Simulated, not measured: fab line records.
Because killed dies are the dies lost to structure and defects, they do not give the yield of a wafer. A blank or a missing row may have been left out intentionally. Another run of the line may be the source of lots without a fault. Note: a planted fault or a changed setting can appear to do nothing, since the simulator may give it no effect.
Which tool was responsible? || flow n5-finfet || Sampling: 23 lots, 69 wafers, 3 of 1938 route steps

WHAT THE GAUGES READ, wafer by wafer
N5_BEOL_M11_CD_MEAS_28 targets a cd of 70 nm. Usual: cd-nm at 70.3 nm, with a standard deviation of 1.4.
{"lot": "L074", "measured": "day 11 05:44", "on": "cd-sem-01", "cd-nm (nm)": "73.3 70.0 69.2", "flag": ""}
{"lot": "L075", "measured": "day 11 09:49", "on": "cd-sem-02", "cd-nm (nm)": "70.3 70.6 73.0", "flag": ""}
{"lot": "L076", "measured": "day 11 19:19", "on": "cd-sem-02", "cd-nm (nm)": "72.8 69.8 68.9", "flag": ""}
{"lot": "L077", "measured": "day 11 20:14", "on": "cd-sem-01", "cd-nm (nm)": "71.4 70.5 71.0", "flag": ""}
{"lot": "L078", "measured": "day 12 07:37", "on": "cd-sem-03", "cd-nm (nm)": "70.5 72.3 71.6", "flag": ""}
{"lot": "L079", "measured": "day 12 07:35", "on": "cd-sem-02", "cd-nm (nm)": "74.0 72.2 71.7", "flag": ""}
{"lot": "L080", "measured": "day 12 07:40", "on": "cd-sem-03", "cd-nm (nm)": "73.3 72.0 69.6", "flag": ""}
{"lot": "L081", "measured": "day 13 00:12", "on": "cd-sem-02", "cd-nm (nm)": "69.2 69.1 67.9", "flag": ""}
{"lot": "L082", "measured": "day 13 04:16", "on": "cd-sem-02", "cd-nm (nm)": "68.5 69.0 69.5", "flag": ""}
{"lot": "L084", "measured": "day 13 13:00", "on": "cd-sem-02", "cd-nm (nm)": "68.9 68.6 67.6", "flag": ""}
{"lot": "L083", "measured": "day 13 12:50", "on": "cd-sem-02", "cd-nm (nm)": "71.6 69.9 70.9", "flag": ""}
{"lot": "L087", "measured": "day 14 12:04", "on": "cd-sem-02", "cd-nm (nm)": "70.4 68.3 68.7", "flag": ""}
{"lot": "L088", "measured": "day 14 12:17", "on": "cd-sem-03", "cd-nm (nm)": "72.5 72.3 72.0", "flag": ""}
{"lot": "L086", "measured": "day 14 12:28", "on": "cd-sem-03", "cd-nm (nm)": "71.0 72.1 71.1", "flag": ""}
{"lot": "L089", "measured": "day 14 13:34", "on": "cd-sem-03", "cd-nm (nm)": "69.3 68.6 68.9", "flag": ""}
{"lot": "L091", "measured": "day 14 22:56", "on": "cd-sem-01", "cd-nm (nm)": "70.5 71.9 69.2", "flag": ""}
{"lot": "L090", "measured": "day 15 02:54", "on": "cd-sem-01", "cd-nm (nm)": "68.7 70.0 70.0", "flag": ""}
{"lot": "L092", "measured": "day 15 11:30", "on": "cd-sem-02", "cd-nm (nm)": "68.5 69.9 70.3", "flag": ""}
{"lot": "L093", "measured": "day 15 17:22", "on": "cd-sem-01", "cd-nm (nm)": "67.6 69.4 67.1", "flag": ""}
{"lot": "L094", "measured": "day 16 00:45", "on": "cd-sem-03", "cd-nm (nm)": "70.0 68.6 71.2", "flag": ""}
{"lot": "L095", "measured": "day 16 10:54", "on": "cd-sem-03", "cd-nm (nm)": "71.4 68.9 70.2", "flag": ""}
{"lot": "L097", "measured": "day 17 05:19", "on": "cd-sem-03", "cd-nm (nm)": "68.9 69.2 70.3", "flag": ""}
{"lot": "L096", "measured": "day 17 08:26", "on": "cd-sem-03", "cd-nm (nm)": "72.2 69.7 71.3", "flag": ""}

EACH LOT AND THE TOOL THAT RAN IT (in order: tool; ch and the chambers of the sampled wafers; start)
{"lot": "L074", "N5_BEOL_M11_ETCH_62": "rie-diel-02 ch 0,1, day 11 04:46", "N5_BEOL_M11_HM_OPEN_17": "rie-metal-03 ch 0,1, day 11 04:58"}
{"lot": "L075", "N5_BEOL_M11_ETCH_62": "rie-diel-02 ch 0,2, day 11 07:35", "N5_BEOL_M11_HM_OPEN_17": "rie-metal-01 ch 0,1, day 11 07:49"}
{"lot": "L076", "N5_BEOL_M11_ETCH_62": "rie-diel-02 ch 0,2, day 11 18:30", "N5_BEOL_M11_HM_OPEN_17": "rie-metal-02 ch 0,1, day 11 18:41"}
{"lot": "L077", "N5_BEOL_M11_ETCH_62": "rie-diel-04 ch 0,2,3, day 11 18:56", "N5_BEOL_M11_HM_OPEN_17": "rie-metal-01 ch 1, day 11 19:07"}
{"lot": "L078", "N5_BEOL_M11_ETCH_62": "rie-diel-04 ch 1,2, day 12 02:23", "N5_BEOL_M11_HM_OPEN_17": "rie-metal-02 ch 0,1, day 12 02:34"}
{"lot": "L079", "N5_BEOL_M11_ETCH_62": "rie-diel-02 ch 1,3, day 12 02:37", "N5_BEOL_M11_HM_OPEN_17": "rie-metal-02 ch 0,1, day 12 02:50"}
{"lot": "L080", "N5_BEOL_M11_ETCH_62": "rie-diel-02 ch 0,1, day 12 03:26", "N5_BEOL_M11_HM_OPEN_17": "rie-metal-02 ch 0,1, day 12 03:41"}
{"lot": "L081", "N5_BEOL_M11_ETCH_62": "rie-diel-04 ch 0,1, day 12 23:05", "N5_BEOL_M11_HM_OPEN_17": "rie-metal-03 ch 0,1, day 12 23:21"}
{"lot": "L082", "N5_BEOL_M11_ETCH_62": "rie-diel-06 ch 0,2,3, day 13 01:07", "N5_BEOL_M11_HM_OPEN_17": "rie-metal-01 ch 0,1, day 13 01:19"}
{"lot": "L084", "N5_BEOL_M11_ETCH_62": "rie-diel-04 ch 0,1, day 13 08:55", "N5_BEOL_M11_HM_OPEN_17": "rie-metal-01 ch 0,1, day 13 09:11"}
{"lot": "L083", "N5_BEOL_M11_ETCH_62": "rie-diel-06 ch 0,3, day 13 09:50", "N5_BEOL_M11_HM_OPEN_17": "rie-metal-01 ch 0, day 13 10:01"}
{"lot": "L087", "N5_BEOL_M11_ETCH_62": "rie-diel-06 ch 1,2, day 14 08:46", "N5_BEOL_M11_HM_OPEN_17": "rie-metal-03 ch 0, day 14 08:59"}
{"lot": "L088", "N5_BEOL_M11_ETCH_62": "rie-diel-02 ch 0,1,3, day 14 09:11", "N5_BEOL_M11_HM_OPEN_17": "rie-metal-01 ch 0, day 14 09:22"}
{"lot": "L086", "N5_BEOL_M11_ETCH_62": "rie-diel-04 ch 2,3, day 14 09:39", "N5_BEOL_M11_HM_OPEN_17": "rie-metal-01 ch 0,1, day 14 09:50"}
{"lot": "L089", "N5_BEOL_M11_ETCH_62": "rie-diel-04 ch 0,1,3, day 14 12:31", "N5_BEOL_M11_HM_OPEN_17": "rie-metal-01 ch 0,1, day 14 12:42"}
{"lot": "L091", "N5_BEOL_M11_ETCH_62": "rie-diel-06 ch 0,2, day 14 19:26", "N5_BEOL_M11_HM_OPEN_17": "rie-metal-03 ch 0,1, day 14 19:38"}
{"lot": "L090", "N5_BEOL_M11_ETCH_62": "rie-diel-02 ch 0,1, day 15 01:11", "N5_BEOL_M11_HM_OPEN_17": "rie-metal-03 ch 0,1, day 15 01:23"}
{"lot": "L092", "N5_BEOL_M11_ETCH_62": "rie-diel-04 ch 0,1, day 15 10:31", "N5_BEOL_M11_HM_OPEN_17": "rie-metal-03 ch 0,1, day 15 10:43"}
{"lot": "L093", "N5_BEOL_M11_ETCH_62": "rie-diel-04 ch 0,2, day 15 12:59", "N5_BEOL_M11_HM_OPEN_17": "rie-metal-03 ch 0,1, day 15 13:12"}
{"lot": "L094", "N5_BEOL_M11_ETCH_62": "rie-diel-04 ch 0,1,2, day 15 23:31", "N5_BEOL_M11_HM_OPEN_17": "rie-metal-02 ch 0,1, day 15 23:40"}
{"lot": "L095", "N5_BEOL_M11_ETCH_62": "rie-diel-06 ch 0,1,2, day 16 08:49", "N5_BEOL_M11_HM_OPEN_17": "rie-metal-01 ch 0,1, day 16 09:00"}
{"lot": "L097", "N5_BEOL_M11_ETCH_62": "rie-diel-02 ch 1,3, day 17 01:07", "N5_BEOL_M11_HM_OPEN_17": "rie-metal-02 ch 0,1, day 17 01:19"}
{"lot": "L096", "N5_BEOL_M11_ETCH_62": "rie-diel-06 ch 0,2,3, day 17 07:04", "N5_BEOL_M11_HM_OPEN_17": "rie-metal-03 ch 0,1, day 17 07:15"}
- N5_BEOL_M11_ETCH_62: etches SOC in N2/H2, target depth 110 nm, overetch 22 nm, time 165 s.
- N5_BEOL_M11_HM_OPEN_17: chemistry Cl2/BCl3, target TiN, target depth 20 nm, overetch 6 nm.

AS READ BY THE TOOLS THEMSELVES (means over the sampled wafers that have a number; for cases with no such wafer, the mark the record gives instead)
N5_BEOL_M11_ETCH_62. Usual: drypump-motor-current-A 5.7 A, standard deviation 0.5; n2-flow-sccm 199.9 sccm, standard deviation 0.65; oes-product-au 0.67 a.u., standard deviation 0.066; rf-vpp-V 523.4 V, standard deviation 2.1; showerhead-plenum-p-Torr 2.53 Torr, standard deviation 0.082; throttle-valve-pct 17.87 %, standard deviation 0.28.
{"lot": "L074", "tool": "rie-diel-02", "drypump-motor-current-A (A)": 5.9, "n2-flow-sccm (sccm)": 199.1, "oes-product-au (a.u.)": 0.67, "rf-vpp-V (V)": 522.5, "showerhead-plenum-p-Torr (Torr)": 2.47, "throttle-valve-pct (%)": 17.68, "flag": ""}
{"lot": "L075", "tool": "rie-diel-02", "drypump-motor-current-A (A)": 5.9, "n2-flow-sccm (sccm)": 200.0, "oes-product-au (a.u.)": 0.60, "rf-vpp-V (V)": 523.6, "showerhead-plenum-p-Torr (Torr)": 2.51, "throttle-valve-pct (%)": 17.98, "flag": ""}
{"lot": "L076", "tool": "rie-diel-02", "drypump-motor-current-A (A)": 5.9, "n2-flow-sccm (sccm)": 200.6, "oes-product-au (a.u.)": 0.58, "rf-vpp-V (V)": 522.6, "showerhead-plenum-p-Torr (Torr)": 2.51, "throttle-valve-pct (%)": 17.87, "flag": ""}
{"lot": "L077", "tool": "rie-diel-04", "drypump-motor-current-A (A)": 5.7, "n2-flow-sccm (sccm)": 200.3, "oes-product-au (a.u.)": 0.64, "rf-vpp-V (V)": 525.0, "showerhead-plenum-p-Torr (Torr)": 2.59, "throttle-valve-pct (%)": 18.13, "flag": ""}
{"lot": "L078", "tool": "rie-diel-04", "drypump-motor-current-A (A)": 6.4, "n2-flow-sccm (sccm)": 199.8, "oes-product-au (a.u.)": 0.62, "rf-vpp-V (V)": 524.8, "showerhead-plenum-p-Torr (Torr)": 2.58, "throttle-valve-pct (%)": 17.84, "flag": ""}
{"lot": "L079", "tool": "rie-diel-02", "drypump-motor-current-A (A)": 5.6, "n2-flow-sccm (sccm)": 200.3, "oes-product-au (a.u.)": 0.67, "rf-vpp-V (V)": 521.3, "showerhead-plenum-p-Torr (Torr)": 2.44, "throttle-valve-pct (%)": 17.70, "flag": ""}
{"lot": "L080", "tool": "rie-diel-02", "drypump-motor-current-A (A)": 5.9, "n2-flow-sccm (sccm)": 199.6, "oes-product-au (a.u.)": 0.66, "rf-vpp-V (V)": 521.9, "showerhead-plenum-p-Torr (Torr)": 2.47, "throttle-valve-pct (%)": 17.70, "flag": ""}
{"lot": "L081", "tool": "rie-diel-04", "drypump-motor-current-A (A)": 6.2, "n2-flow-sccm (sccm)": 199.7, "oes-product-au (a.u.)": 0.68, "rf-vpp-V (V)": 523.6, "showerhead-plenum-p-Torr (Torr)": 2.52, "throttle-valve-pct (%)": 17.68, "flag": ""}
{"lot": "L082", "tool": "rie-diel-06", "drypump-motor-current-A (A)": 5.1, "n2-flow-sccm (sccm)": 200.0, "oes-product-au (a.u.)": 0.68, "rf-vpp-V (V)": 523.1, "showerhead-plenum-p-Torr (Torr)": 2.50, "throttle-valve-pct (%)": 17.99, "flag": ""}
{"lot": "L084", "tool": "rie-diel-04", "drypump-motor-current-A (A)": 5.9, "n2-flow-sccm (sccm)": 200.5, "oes-product-au (a.u.)": 0.71, "rf-vpp-V (V)": 522.5, "showerhead-plenum-p-Torr (Torr)": 2.51, "throttle-valve-pct (%)": 17.84, "flag": ""}
{"lot": "L083", "tool": "rie-diel-06", "drypump-motor-current-A (A)": 5.3, "n2-flow-sccm (sccm)": 200.2, "oes-product-au (a.u.)": 0.63, "rf-vpp-V (V)": 521.4, "showerhead-plenum-p-Torr (Torr)": 2.43, "throttle-valve-pct (%)": 18.24, "flag": ""}
{"lot": "L087", "tool": "rie-diel-06", "drypump-motor-current-A (A)": 5.0, "n2-flow-sccm (sccm)": 200.1, "oes-product-au (a.u.)": 0.74, "rf-vpp-V (V)": 526.3, "showerhead-plenum-p-Torr (Torr)": 2.68, "throttle-valve-pct (%)": 17.64, "flag": ""}
{"lot": "L088", "tool": "rie-diel-02", "drypump-motor-current-A (A)": 5.6, "n2-flow-sccm (sccm)": 199.7, "oes-product-au (a.u.)": 0.63, "rf-vpp-V (V)": 521.2, "showerhead-plenum-p-Torr (Torr)": 2.45, "throttle-valve-pct (%)": 17.95, "flag": ""}
{"lot": "L086", "tool": "rie-diel-04", "drypump-motor-current-A (A)": 5.6, "n2-flow-sccm (sccm)": 200.3, "oes-product-au (a.u.)": 0.65, "rf-vpp-V (V)": 525.5, "showerhead-plenum-p-Torr (Torr)": 2.63, "throttle-valve-pct (%)": 17.96, "flag": ""}
{"lot": "L089", "tool": "rie-diel-04", "drypump-motor-current-A (A)": 5.8, "n2-flow-sccm (sccm)": 199.9, "oes-product-au (a.u.)": 0.65, "rf-vpp-V (V)": 522.8, "showerhead-plenum-p-Torr (Torr)": 2.55, "throttle-valve-pct (%)": 17.85, "flag": ""}
{"lot": "L091", "tool": "rie-diel-06", "drypump-motor-current-A (A)": 5.2, "n2-flow-sccm (sccm)": 200.5, "oes-product-au (a.u.)": 0.69, "rf-vpp-V (V)": 522.5, "showerhead-plenum-p-Torr (Torr)": 2.50, "throttle-valve-pct (%)": 17.95, "flag": ""}
{"lot": "L090", "tool": "rie-diel-02", "drypump-motor-current-A (A)": 6.0, "n2-flow-sccm (sccm)": 199.8, "oes-product-au (a.u.)": 0.63, "rf-vpp-V (V)": 521.7, "showerhead-plenum-p-Torr (Torr)": 2.47, "throttle-valve-pct (%)": 17.95, "flag": ""}
{"lot": "L092", "tool": "rie-diel-04", "drypump-motor-current-A (A)": 6.2, "n2-flow-sccm (sccm)": 199.5, "oes-product-au (a.u.)": 0.66, "rf-vpp-V (V)": 523.0, "showerhead-plenum-p-Torr (Torr)": 2.51, "throttle-valve-pct (%)": 17.73, "flag": ""}
{"lot": "L093", "tool": "rie-diel-04", "drypump-motor-current-A (A)": 5.9, "n2-flow-sccm (sccm)": 200.1, "oes-product-au (a.u.)": 0.75, "rf-vpp-V (V)": 524.5, "showerhead-plenum-p-Torr (Torr)": 2.57, "throttle-valve-pct (%)": 18.00, "flag": ""}
{"lot": "L094", "tool": "rie-diel-04", "drypump-motor-current-A (A)": 6.1, "n2-flow-sccm (sccm)": 199.9, "oes-product-au (a.u.)": 0.71, "rf-vpp-V (V)": 524.1, "showerhead-plenum-p-Torr (Torr)": 2.54, "throttle-valve-pct (%)": 17.87, "flag": ""}
{"lot": "L095", "tool": "rie-diel-06", "drypump-motor-current-A (A)": 5.1, "n2-flow-sccm (sccm)": 200.0, "oes-product-au (a.u.)": 0.70, "rf-vpp-V (V)": 525.2, "showerhead-plenum-p-Torr (Torr)": 2.58, "throttle-valve-pct (%)": 17.83, "flag": ""}
{"lot": "L097", "tool": "rie-diel-02", "drypump-motor-current-A (A)": 5.6, "n2-flow-sccm (sccm)": 200.2, "oes-product-au (a.u.)": 0.64, "rf-vpp-V (V)": 521.4, "showerhead-plenum-p-Torr (Torr)": 2.43, "throttle-valve-pct (%)": 17.78, "flag": ""}
{"lot": "L096", "tool": "rie-diel-06", "drypump-motor-current-A (A)": 5.1, "n2-flow-sccm (sccm)": 199.4, "oes-product-au (a.u.)": 0.65, "rf-vpp-V (V)": 521.7, "showerhead-plenum-p-Torr (Torr)": 2.48, "throttle-valve-pct (%)": 18.04, "flag": ""}

N5_BEOL_M11_HM_OPEN_17. Usual: drypump-motor-current-A 5.7 A, standard deviation 0.54; oes-product-au 0.68 a.u., standard deviation 0.086; throttle-valve-pct 22.03 %, standard deviation 0.28.
{"lot": "L074", "tool": "rie-metal-03", "drypump-motor-current-A (A)": 5.4, "oes-product-au (a.u.)": 0.56, "throttle-valve-pct (%)": 21.79, "flag": ""}
{"lot": "L075", "tool": "rie-metal-01", "drypump-motor-current-A (A)": 6.1, "oes-product-au (a.u.)": 0.71, "throttle-valve-pct (%)": 22.17, "flag": ""}
{"lot": "L076", "tool": "rie-metal-02", "drypump-motor-current-A (A)": 5.6, "oes-product-au (a.u.)": 0.60, "throttle-valve-pct (%)": 22.30, "flag": ""}
{"lot": "L077", "tool": "rie-metal-01", "drypump-motor-current-A (A)": 5.9, "oes-product-au (a.u.)": 0.67, "throttle-valve-pct (%)": 22.22, "flag": ""}
{"lot": "L078", "tool": "rie-metal-02", "drypump-motor-current-A (A)": 5.6, "oes-product-au (a.u.)": 0.60, "throttle-valve-pct (%)": 22.31, "flag": ""}
{"lot": "L079", "tool": "rie-metal-02", "drypump-motor-current-A (A)": 5.7, "oes-product-au (a.u.)": 0.59, "throttle-valve-pct (%)": 22.31, "flag": ""}
{"lot": "L080", "tool": "rie-metal-02", "drypump-motor-current-A (A)": 5.6, "oes-product-au (a.u.)": 0.60, "throttle-valve-pct (%)": 22.30, "flag": ""}
{"lot": "L081", "tool": "rie-metal-03", "drypump-motor-current-A (A)": 5.1, "oes-product-au (a.u.)": 0.58, "throttle-valve-pct (%)": 21.91, "flag": ""}
{"lot": "L082", "tool": "rie-metal-01", "drypump-motor-current-A (A)": 6.1, "oes-product-au (a.u.)": 0.70, "throttle-valve-pct (%)": 22.17, "flag": ""}
{"lot": "L084", "tool": "rie-metal-01", "drypump-motor-current-A (A)": 6.1, "oes-product-au (a.u.)": 0.69, "throttle-valve-pct (%)": 22.17, "flag": ""}
{"lot": "L083", "tool": "rie-metal-01", "drypump-motor-current-A (A)": 6.4, "oes-product-au (a.u.)": 0.76, "throttle-valve-pct (%)": 22.12, "flag": ""}
{"lot": "L087", "tool": "rie-metal-03", "drypump-motor-current-A (A)": 4.7, "oes-product-au (a.u.)": 0.59, "throttle-valve-pct (%)": 22.03, "flag": ""}
{"lot": "L088", "tool": "rie-metal-01", "drypump-motor-current-A (A)": 6.4, "oes-product-au (a.u.)": 0.75, "throttle-valve-pct (%)": 22.10, "flag": ""}
{"lot": "L086", "tool": "rie-metal-01", "drypump-motor-current-A (A)": 6.1, "oes-product-au (a.u.)": 0.69, "throttle-valve-pct (%)": 22.17, "flag": ""}
{"lot": "L089", "tool": "rie-metal-01", "drypump-motor-current-A (A)": 6.0, "oes-product-au (a.u.)": 0.69, "throttle-valve-pct (%)": 22.18, "flag": ""}
{"lot": "L091", "tool": "rie-metal-03", "drypump-motor-current-A (A)": 5.1, "oes-product-au (a.u.)": 0.67, "throttle-valve-pct (%)": 21.82, "flag": ""}
{"lot": "L090", "tool": "rie-metal-03", "drypump-motor-current-A (A)": 5.5, "oes-product-au (a.u.)": 0.73, "throttle-valve-pct (%)": 21.61, "flag": ""}
{"lot": "L092", "tool": "rie-metal-03", "drypump-motor-current-A (A)": 5.4, "oes-product-au (a.u.)": 0.72, "throttle-valve-pct (%)": 21.61, "flag": ""}
{"lot": "L093", "tool": "rie-metal-03", "drypump-motor-current-A (A)": 5.1, "oes-product-au (a.u.)": 0.65, "throttle-valve-pct (%)": 21.82, "flag": ""}
{"lot": "L094", "tool": "rie-metal-02", "drypump-motor-current-A (A)": 5.5, "oes-product-au (a.u.)": 0.73, "throttle-valve-pct (%)": 21.98, "flag": ""}
{"lot": "L095", "tool": "rie-metal-01", "drypump-motor-current-A (A)": 6.2, "oes-product-au (a.u.)": 0.70, "throttle-valve-pct (%)": 22.16, "flag": ""}
{"lot": "L097", "tool": "rie-metal-02", "drypump-motor-current-A (A)": 5.6, "oes-product-au (a.u.)": 0.74, "throttle-valve-pct (%)": 22.08, "flag": ""}
{"lot": "L096", "tool": "rie-metal-03", "drypump-motor-current-A (A)": 5.5, "oes-product-au (a.u.)": 0.71, "throttle-valve-pct (%)": 21.61, "flag": ""}

THE ANSWER, worked out from the rows above alone
Rule: take the mean of a lot's wafers that have a number; if it is more than 3 standard deviations from the usual mean, the lot is off. A lot without any number at a reading at which 4 lots or more have one is off too. Any other lot the step has rows for is counted as sound. After the gauges, taken in route order, come the tools' own readings; for these a lot's mean is taken, as printed above. The first step at which some lot is off is used, and at that step the reading that is off furthest; a lot without a number counts as furthest.
None of the lots is off at any reading shown; this tells nothing.

WHAT WAS PUT IN BY THE SIMULATOR
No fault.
